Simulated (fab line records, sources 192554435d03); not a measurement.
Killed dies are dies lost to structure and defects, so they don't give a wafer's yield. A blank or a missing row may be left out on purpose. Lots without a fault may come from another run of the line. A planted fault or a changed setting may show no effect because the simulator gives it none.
fab line records | flow n5_finfet | part 1 of 2: steps 1 to 4 of 6
record lots=24 wafers=72 last_day=17
route steps=1938 shown BEOL_M9@1424 BEOL_M10@1471
lots that met no fault: from a run of the same line without faults
start_h: hours from the record's first day to the start of the lot's first wafer shown | wait_h: hours since the lot's step before | " the same as in the row above | L1.1+2: a row that stands for several wafers | - no value, or no start given | * or withheld: withheld | < > ~ a bound
route shown NAME@n: a module of which the file shows steps, and the number in the route of the first | usual: mean/standard deviation of fault-free wafers | same: alike in all rows | chamber/n: place in a boat | sites: the reading at each site | _std_site: their standard deviation | _edge_site: outer sites' mean less inner sites' | radius_mm: how far each site lies from the wafer's centre | mask NAME#n: copy n | behind: the tool/chamber that last shaped the wafer | hold: why the lot was held/for how many hours/how that ended | device: the transistor (n, p or np) that didn't switch | end of line: the same wafers' tests at the end of the route | a step without rows: its recipe alone | killed: dies lost to structure and defects at the first sort, not the wafer's yield | map: a wafer's dies, x killed, . not, _ none there
set.NAME: the setting as run; set.NAME@STEP: as run at that earlier step | model.NAME: the simulator's own value behind a step, which no gauge read
steps of the route over a sample of lots; a table a step, a row a wafer
services: from which hour (start_h, from the record's first day; less than 0 if before it) a tool's chamber was out of use, for how many hours, and why
## steps
# step N5_BEOL_M9_CD_MEAS_18
# recipe pitch_nm=140 target_cd_nm=70
# usual cd_nm=70.4/0.88
# columns lot.wafer tool chamber start_h wait_h cd_nm
L074.2 cd_sem-01 - 224.27 0.1 72.8
L074.5 " - " " 70.4
L074.6 " - " " 71.0
L076.1 cd_sem-03 - 224.51 0.0 70.5
L076.4 " - " " 72.0
L076.6 " - " " 71.3
L078.1 cd_sem-03 - 239.49 0.0 70.7
L078.2 " - " " 70.4
L078.3 " - " " 69.6
L075.2 cd_sem-02 - 239.73 0.1 69.5
L075.5 " - " " 70.5
L075.6 " - " " 70.6
L077.1 cd_sem-02 - 239.85 0.0 70.6
L077.4 " - " " 70.0
L077.5 " - " " 69.5
L080.2 cd_sem-01 - 248.94 0.1 68.9
L080.4 " - " " 69.3
L080.5 " - " " 70.4
L079.2 cd_sem-02 - 249.26 0.1 70.2
L079.4 " - " " 70.6
L079.6 " - " " 70.9
L082.1 cd_sem-03 - 256.19 0.0 71.3
L082.4 " - " " 70.1
L082.5 " - " " 70.7
L081.1 cd_sem-03 - 264.58 0.0 68.4
L081.4 " - " " 68.9
L081.5 " - " " 69.2
L083.1 cd_sem-03 - 265.14 0.0 69.1
L083.4 " - " " 70.6
L083.5 " - " " 70.2
L084.1 cd_sem-03 - 270.33 0.0 70.5
L084.2 " - " " 69.6
L084.5 " - " " 70.0
L085.3 cd_sem-01 - 291.65 0.1 70.9
L085.4 " - " " 71.0
L085.5 " - " " 70.8
L086.3 cd_sem-02 - 298.69 0.1 69.9
L086.4 " - " " 70.2
L086.6 " - " " 69.9
L087.1 cd_sem-02 - 299.11 0.0 69.1
L087.4 " - " " 71.1
L087.6 " - " " 71.2
L088.1 cd_sem-02 - 304.27 0.0 71.0
L088.4 " - " " 69.4
L088.5 " - " " 70.7
L089.2 cd_sem-01 - 304.70 0.1 69.8
L089.4 " - " " 70.2
L089.6 " - " " 71.5
L090.2 cd_sem-01 - 305.39 0.1 69.4
L090.3 " - " " 70.7
L090.6 " - " " 69.4
L091.1 cd_sem-02 - 310.68 0.0 70.7
L091.3 " - " " 70.5
L091.6 " - " " 70.7
L092.2 cd_sem-01 - 315.06 0.1 70.5
L092.4 " - " " 71.1
L092.5 " - " " 71.2
L093.2 cd_sem-03 - 332.87 0.1 70.5
L093.3 " - " " 69.9
L093.5 " - " " 70.6
L095.1 cd_sem-01 - 337.08 0.0 70.3
L095.3 " - " " 69.8
L095.6 " - " " 69.5
L096.2 cd_sem-03 - 341.22 0.1 69.6
L096.3 " - " " 71.1
L096.5 " - " " 71.0
L094.1 cd_sem-01 - 347.10 0.0 70.3
L094.4 " - " " 70.5
L094.5 " - " " 70.7
L097.1 cd_sem-03 - 358.15 0.1 70.2
L097.2 " - " " 70.6
L097.3 " - " " 70.9
# step N5_BEOL_M9_ETCH_65
# recipe chemistry=CF4 target=SiARC target_depth_a=156 mask_material=CAR-EUV time_s=26 ion_energy_ev=80 pressure_mtorr=40 source_w=545 bias_w=36 Ar_flow_sccm=100 cf4_flow_sccm=100 ends=cleared
# usual drypump_motor_current_A=5.9/0.36 etch_rf_on_time_s=25.7/1.2 oes_product_au=0.67/0.069 rf_vpp_V=183.6/1.4 showerhead_plenum_p_Torr=2.11/0.093 throttle_valve_pct=15.6/0.32
# columns lot.wafer tool chamber start_h wait_h drypump_motor_current_A etch_rf_on_time_s oes_product_au rf_hours_counter_h rf_vpp_V showerhead_plenum_p_Torr throttle_valve_pct
L074.2 rie_diel-06 2 225.86 0.0 5.6 26.3 0.63 162 185.8 2.24 15.5
L074.5 " 0 " " 6.3 26.9 0.72 - 184.4 2.15 15.5
L074.6 " 1 " " 5.7 25.9 0.61 - 184.3 2.04 16.0
L076.1 rie_diel-02 0 226.05 0.0 5.2 25.3 0.64 167 182.1 2.13 15.7
L076.4 " 2 " " 5.6 26.3 0.71 78 184.6 2.25 15.6
L076.6 " 3 " " 6.2 25.2 0.71 - 182.8 2.09 15.4
L075.2 rie_diel-02 3 242.53 0.0 6.2 25.4 0.70 93 183.5 2.09 15.5
L075.5 " 0 " " 5.2 25.4 0.64 - 184.0 2.13 15.7
L075.6 " 1 " " 6.0 24.7 0.60 - 183.3 2.03 15.7
L077.1 rie_diel-06 2 242.70 0.0 5.6 26.2 0.62 167 185.1 2.24 15.5
L077.4 " 3 " " 6.4 24.6 0.79 28 184.7 2.09 15.0
L077.5 " 3 " " 6.4 24.7 0.80 - 183.8 2.09 15.0
L078.1 rie_diel-05 0 242.78 0.0 5.5 24.5 0.74 76 183.6 2.09 15.3
L078.2 " 2 " " 6.0 26.1 0.63 152 180.9 1.97 15.3
L078.3 " 1 " " 5.5 24.9 0.60 223 182.0 2.03 16.1
L080.2 rie_diel-02 0 249.97 0.0 5.2 25.2 0.64 175 183.2 2.13 15.7
L080.4 " 0 " " 5.2 25.6 0.63 - 183.7 2.13 15.7
L080.5 " 3 " " 6.2 25.1 0.71 - 182.5 2.09 15.5
L079.2 rie_diel-05 0 250.12 0.0 5.5 24.5 0.76 78 183.2 2.09 15.3
L079.4 " 3 " " 5.9 27.7 0.62 169 183.8 2.24 16.0
L079.6 " 3 " " 5.9 27.7 0.62 - 184.0 2.24 16.0
L082.1 rie_diel-05 0 257.59 0.0 5.5 24.3 0.75 80 182.8 2.09 15.3
L082.4 " 3 " " 5.9 27.6 0.62 171 183.4 2.24 16.0
L082.5 " 1 " " 5.5 24.3 0.61 - 183.1 2.03 16.1
L081.1 rie_diel-05 1 266.84 0.0 5.5 24.3 0.61 231 183.5 2.03 16.1
L081.4 " 1 " " 5.5 24.2 0.61 - 181.9 2.03 16.1
L081.5 " 3 " " 5.9 27.7 0.62 - 185.2 2.24 16.0
L083.1 rie_diel-06 0 268.55 0.0 6.3 27.3 0.70 74 185.1 2.15 15.5
L083.4 " 1 " " 5.7 26.3 0.58 - 182.4 2.03 16.0
L083.5 " 0 " " 6.3 27.3 0.71 - 185.2 2.15 15.5
L084.1 rie_diel-06 1 272.29 0.0 5.7 25.9 0.59 245 183.6 2.03 16.0
L084.2 " 2 " " 5.6 26.3 0.62 175 186.2 2.24 15.6
L084.5 " 2 " " 5.6 26.4 0.62 - 183.5 2.23 15.5
L085.3 rie_diel-05 1 292.12 0.0 5.4 24.4 0.59 240 182.2 2.03 16.1
L085.4 " 2 " " 6.0 26.3 0.62 169 181.3 1.96 15.3
L085.5 " 1 " " 5.5 24.6 0.60 - 183.1 2.03 16.1
L086.3 rie_diel-06 3 299.29 0.0 6.4 25.0 0.76 50 185.3 2.08 15.0
L086.4 " 2 " " 5.6 26.9 0.60 - 184.0 2.23 15.6
L086.6 " 3 " " 6.5 25.1 0.75 - 183.3 2.08 15.1
L087.1 rie_diel-06 0 299.94 0.0 6.3 27.2 0.70 87 185.6 2.14 15.5
L087.4 " 2 " " 5.6 26.7 0.61 - 186.4 2.23 15.6
L087.6 " 0 " " 6.3 27.0 0.70 - 184.4 2.14 15.6
L089.2 rie_diel-05 3 307.76 0.0 5.9 27.9 0.61 189 185.0 2.23 16.1
L089.4 " 0 " " 5.5 24.1 0.74 90 181.8 2.09 15.3
L089.6 " 0 " " 5.5 24.2 0.74 - 182.6 2.09 15.3
L088.1 rie_diel-06 0 307.81 0.0 6.3 26.8 0.69 90 184.9 2.14 15.6
L088.4 " 0 " " 6.3 27.0 0.69 - 184.6 2.14 15.5
L088.5 " 3 " " 6.5 24.9 0.76 - 184.6 2.08 15.1
L090.2 rie_diel-05 0 308.19 0.0 5.5 24.5 0.73 90 183.2 2.09 15.3
L090.3 " 1 " " 5.5 24.6 0.59 245 183.2 2.03 16.1
L090.6 " 2 " " 6.0 26.1 0.63 - 181.9 1.96 15.4
L091.1 rie_diel-05 3 311.34 0.0 5.9 28.2 0.61 190 183.4 2.23 16.1
L091.3 " 2 " " 6.0 26.3 0.62 174 181.2 1.96 15.4
L091.6 " 0 " " 5.5 24.4 0.74 - 182.6 2.09 15.3
L092.2 rie_diel-02 0 316.45 0.0 5.2 25.0 0.62 195 183.7 2.13 15.7
L092.4 " 3 " " 6.2 25.0 0.68 120 183.8 2.08 15.5
L092.5 " 0 " " 5.2 25.1 0.62 - 182.8 2.13 15.7
L093.2 rie_diel-02 2 335.59 0.0 5.7 26.3 0.70 88 184.9 2.25 15.7
L093.3 " 3 " " 6.2 24.9 0.68 126 183.7 2.08 15.5
L093.5 " 2 " " 5.6 26.1 0.70 - 185.6 2.25 15.7
L095.1 rie_diel-02 2 338.42 0.0 5.6 26.0 0.70 89 186.3 2.25 15.7
L095.3 " 3 " " 6.2 25.0 0.69 126 183.9 2.08 15.5
L095.6 " 2 " " 5.7 26.0 0.69 - 186.1 2.25 15.7
L096.2 rie_diel-05 3 345.60 0.0 6.0 28.0 0.60 202 185.6 2.23 16.1
L096.3 " 0 " " 5.5 24.5 0.73 103 182.7 2.08 15.3
L096.5 " 2 " " 6.0 26.1 0.62 - 181.8 1.96 15.4
L094.1 rie_diel-06 0 348.12 0.0 6.3 26.7 0.69 102 184.8 2.14 15.6
L094.4 " 3 " " 6.5 25.0 0.74 66 181.6 2.08 15.1
L094.5 " 0 " " 6.3 27.0 0.68 - 183.4 2.14 15.6
L097.1 rie_diel-05 0 358.62 0.0 5.5 24.1 0.73 107 182.6 2.08 15.4
L097.2 " 2 " " 6.0 25.5 0.63 190 180.1 1.95 15.4
L097.3 " 1 " " 5.4 24.1 0.88 1 185.8 2.28 15.6
# step N5_BEOL_M9_VIA_ETCH_34
# recipe chemistry=C4F6/O2 target=SiCOH_lowk target_depth_a=1824 mask_material=SOC taper_deg=4 time_s=68.4 ion_energy_ev=250 pressure_mtorr=30 source_w=345 bias_w=185 Ar_flow_sccm=300 C4F6_flow_sccm=10 O2_flow_sccm=10
# usual O2_flow_sccm=10.003/0.029 drypump_motor_current_A=5.9/0.36 oes_product_au=0.78/0.077 rf_vpp_V=659/18 showerhead_plenum_p_Torr=2.81/0.12 throttle_valve_pct=20.9/0.34
# columns lot.wafer tool chamber start_h wait_h O2_flow_sccm drypump_motor_current_A oes_product_au rf_hours_counter_h rf_vpp_V showerhead_plenum_p_Torr throttle_valve_pct
L074.2 rie_diel-06 2 225.99 0.0 10.075 5.6 0.74 162 661 2.98 20.8
L074.5 " 0 " " 9.969 6.3 0.85 - 649 2.86 20.8
L074.6 " 1 " " 9.966 5.7 0.71 - 662 2.71 21.2
L076.1 rie_diel-02 0 226.18 0.0 10.042 5.2 0.75 167 632 2.81 20.8
L076.4 " 2 " " 10.020 5.7 0.83 78 671 2.99 21.0
L076.6 " 3 " " 10.043 6.2 0.84 - 668 2.78 20.8
L075.2 rie_diel-02 3 242.66 0.0 10.044 6.2 0.83 93 669 2.78 20.8
L075.5 " 0 " " 9.943 5.2 0.74 - 631 2.80 20.8
L075.6 " 1 " " 10.026 6.0 0.70 - 645 2.68 20.8
L077.1 rie_diel-06 2 242.83 0.0 9.986 5.6 0.73 167 663 2.97 20.8
L077.4 " 3 " " 10.036 6.5 0.92 28 648 2.79 20.4
L077.5 " 3 " " 9.972 6.5 0.92 - 649 2.79 20.4
L078.1 rie_diel-05 0 242.91 0.0 10.001 5.5 0.86 76 661 2.78 20.6
L078.2 " 2 " " 9.968 6.0 0.74 152 650 2.63 20.6
L078.3 " 1 " " 10.013 5.5 0.70 223 649 2.71 21.5
L080.2 rie_diel-02 0 250.10 0.0 9.985 5.2 0.74 175 630 2.80 20.8
L080.4 " 0 " " 9.992 5.2 0.74 - 632 2.80 20.8
L080.5 " 3 " " 10.039 6.2 0.83 - 670 2.78 20.8
L079.2 rie_diel-05 0 250.25 0.0 9.997 5.5 0.86 78 661 2.78 20.6
L079.4 " 3 " " 9.953 5.9 0.74 169 703 2.97 21.4
L079.6 " 3 " " 10.019 5.9 0.75 - 703 2.97 21.4
L082.1 rie_diel-05 0 257.72 0.0 9.971 5.5 0.86 80 660 2.78 20.6
L082.4 " 3 " " 10.002 6.0 0.74 171 704 2.97 21.4
L082.5 " 1 " " 9.943 5.5 0.71 - 647 2.71 21.5
L081.1 rie_diel-05 1 266.97 0.0 10.041 5.5 0.70 231 648 2.71 21.5
L081.4 " 1 " " 10.049 5.5 0.71 - 648 2.71 21.5
L081.5 " 3 " " 9.996 6.0 0.74 - 703 2.97 21.4
L083.1 rie_diel-06 0 268.68 0.0 10.022 6.3 0.82 74 650 2.85 20.8
L083.4 " 1 " " 10.028 5.7 0.70 - 662 2.70 21.3
L083.5 " 0 " " 9.997 6.3 0.82 - 648 2.85 20.8
L084.1 rie_diel-06 1 272.42 0.0 9.992 5.7 0.70 245 661 2.70 21.3
L084.2 " 2 " " 10.000 5.6 0.73 175 661 2.97 20.8
L084.5 " 2 " " 10.004 5.6 0.72 - 663 2.97 20.8
L085.3 rie_diel-05 1 292.25 0.0 10.004 5.4 0.69 241 647 2.71 21.5
L085.4 " 2 " " 9.995 6.0 0.73 169 649 2.62 20.6
L085.5 " 1 " " 10.037 5.4 0.69 - 648 2.71 21.5
L086.3 rie_diel-06 3 299.42 0.0 10.081 6.5 0.88 50 647 2.78 20.4
L086.4 " 2 " " 9.974 5.6 0.71 - 661 2.96 20.8
L086.6 " 3 " " 10.026 6.5 0.87 - 648 2.78 20.4
L087.1 rie_diel-06 0 300.07 0.0 10.004 6.3 0.81 87 650 2.85 20.8
L087.4 " 2 " " 9.980 5.6 0.70 - 662 2.96 20.8
L087.6 " 0 " " 9.986 6.3 0.82 - 647 2.85 20.8
L089.2 rie_diel-05 3 307.89 0.0 10.040 5.9 0.73 189 701 2.97 21.4
L089.4 " 0 " " 10.007 5.5 0.85 90 662 2.77 20.6
L089.6 " 0 " " 10.011 5.5 0.85 - 661 2.77 20.6
L088.1 rie_diel-06 0 307.94 0.0 9.995 6.3 0.82 90 648 2.85 20.8
L088.4 " 0 " " 10.019 6.3 0.82 - 648 2.85 20.8
L088.5 " 3 " " 10.058 6.4 0.87 - 648 2.78 20.4
L090.2 rie_diel-05 0 308.32 0.0 10.011 5.5 0.86 90 662 2.77 20.6
L090.3 " 1 " " 9.999 5.5 0.69 245 648 2.70 21.5
L090.6 " 2 " " 10.000 6.0 0.72 - 650 2.62 20.6
L091.1 rie_diel-05 3 311.46 0.0 9.972 5.9 0.73 190 703 2.96 21.4
L091.3 " 2 " " 9.980 6.0 0.73 174 651 2.62 20.6
L091.6 " 0 " " 10.021 5.5 0.85 - 662 2.77 20.6
L092.2 rie_diel-02 0 316.58 0.0 10.004 5.3 0.71 195 632 2.79 20.8
L092.4 " 3 " " 10.015 6.2 0.80 120 669 2.77 20.9
L092.5 " 0 " " 9.995 5.2 0.71 - 632 2.79 20.8
L093.2 rie_diel-02 2 335.72 0.0 10.008 5.7 0.81 88 670 2.99 21.0
L093.3 " 3 " " 10.028 6.2 0.79 126 669 2.76 20.9
L093.5 " 2 " " 10.010 5.7 0.81 - 671 2.99 21.0
L095.1 rie_diel-02 2 338.55 0.0 10.017 5.6 0.82 89 672 2.99 21.0
L095.3 " 3 " " 10.003 6.2 0.80 126 668 2.76 20.9
L095.6 " 2 " " 10.046 5.7 0.82 - 672 2.99 21.0
L096.2 rie_diel-05 3 345.73 0.0 9.996 5.9 0.71 202 701 2.96 21.4
L096.3 " 0 " " 10.027 5.5 0.84 103 661 2.77 20.6
L096.5 " 2 " " 9.998 6.0 0.72 - 650 2.61 20.6
L094.1 rie_diel-06 0 348.25 0.0 10.022 6.3 0.80 103 648 2.84 20.9
L094.4 " 3 " " 9.977 6.5 0.86 66 647 2.77 20.4
L094.5 " 0 " " 10.028 6.3 0.80 - 648 2.84 20.8
L097.1 rie_diel-05 0 358.75 0.0 10.005 5.5 0.83 107 660 2.77 20.6
L097.2 " 2 " " 10.009 6.0 0.71 190 650 2.61 20.6
L097.3 " 1 " " 10.013 5.5 1.00 1 658 3.04 21.1
# step N5_BEOL_M9_DEP_56
# recipe material=SiCN target_thk_a=150 temp_c=withheld precursor=3MS/NH3 pressure_torr=3 rf_w=202 time_s=26.5
# usual showerhead_plenum_p_Torr=3.659/0.017 throttle_valve_pct=8.8/0.44
# columns lot.wafer tool chamber start_h wait_h showerhead_plenum_p_Torr throttle_valve_pct
L074.2 pecvd-02 2 228.70 0.0 3.633 8.7
L074.5 " 2 " " 3.629 8.8
L074.6 " 0 " " 3.672 9.7
L076.1 pecvd-01 1 230.51 0.0 3.643 9.1
L076.4 " 1 " " 3.650 9.2
L076.6 " 1 " " 3.649 9.0
L075.2 pecvd-03 0 245.24 0.0 3.683 9.1
L075.5 " 2 " " 3.668 8.6
L075.6 " 1 " " 3.675 8.2
L077.1 pecvd-02 2 245.51 0.0 3.635 8.6
L077.4 " 0 " " 3.671 9.6
L077.5 " 2 " " 3.626 8.5
L078.1 pecvd-01 2 245.57 0.0 3.643 8.7
L078.2 " 1 " " 3.651 9.4
L078.3 " 0 " " 3.662 8.9
L080.2 pecvd-03 1 252.43 0.0 3.673 8.1
L080.4 " 0 " " 3.686 8.5
L080.5 " 2 " " 3.658 8.4
L079.2 pecvd-01 1 252.61 0.0 3.654 9.2
L079.4 " 0 " " 3.653 9.0
L079.6 " 1 " " 3.640 9.2
L082.1 pecvd-02 1 260.25 0.0 3.664 8.9
L082.4 " 0 " " 3.668 9.7
L082.5 " 1 " " 3.656 9.1
L081.1 pecvd-01 2 269.66 0.0 3.652 8.4
L081.4 " 0 " " 3.657 8.8
L081.5 " 2 " " 3.657 8.4
L083.1 pecvd-02 0 272.53 0.0 3.666 9.6
L083.4 " 2 " " 3.625 8.8
L083.5 " 1 " " 3.665 9.0
L084.1 pecvd-03 0 277.45 0.0 3.687 8.8
L084.2 " 1 " " 3.668 8.1
L084.5 " 0 " " 3.693 8.7
L085.3 pecvd-02 0 294.89 0.0 3.669 9.8
L085.4 " 1 " " 3.669 8.9
L085.5 " 0 " " 3.657 9.5
L086.3 pecvd-02 2 302.40 0.0 3.616 8.5
L086.4 " 0 " " 3.665 9.7
L086.6 " 2 " " 3.629 8.7
L087.1 pecvd-01 2 302.88 0.0 3.655 8.5
L087.4 " 1 " " 3.641 9.1
L087.6 " 2 " " 3.640 8.6
L089.2 pecvd-01 1 310.93 0.0 3.651 9.3
L089.4 " 2 " " 3.654 8.5
L089.6 " 0 " " 3.652 8.9
L088.1 pecvd-03 0 311.20 0.0 3.680 8.8
L088.4 " 0 " " 3.692 9.1
L088.5 " 2 " " 3.668 8.6
L090.2 pecvd-03 1 311.74 0.0 3.677 8.4
L090.3 " 2 " " 3.663 8.5
L090.6 " 1 " " 3.667 8.4
L091.1 pecvd-03 2 315.22 0.0 3.677 8.7
L091.3 " 0 " " 3.689 9.1
L091.6 " 2 " " 3.667 8.7
L092.2 pecvd-02 2 319.41 0.0 3.631 8.8
L092.4 " 0 " " 3.664 10.0
L092.5 " 1 " " 3.670 8.9
L093.2 pecvd-02 2 340.62 0.0 3.631 8.8
L093.3 " 0 " " 3.663 9.8
L093.5 " 2 " " 3.623 8.7
L095.1 pecvd-03 1 341.47 0.0 3.665 8.3
L095.3 " 2 " " 3.662 8.6
L095.6 " 2 " " 3.670 8.6
L096.2 pecvd-03 0 348.99 0.0 3.684 9.0
L096.3 " 1 " " 3.679 8.1
L096.5 " 1 " " 3.688 8.3
L094.1 pecvd-01 1 352.13 0.0 3.648 9.0
L094.4 " 2 " " 3.658 8.8
L094.5 " 0 " " 3.663 8.9
L097.1 pecvd-01 1 361.47 0.0 3.654 9.5
L097.2 " 2 " " 3.651 8.6
L097.3 " 0 " " 3.649 8.9
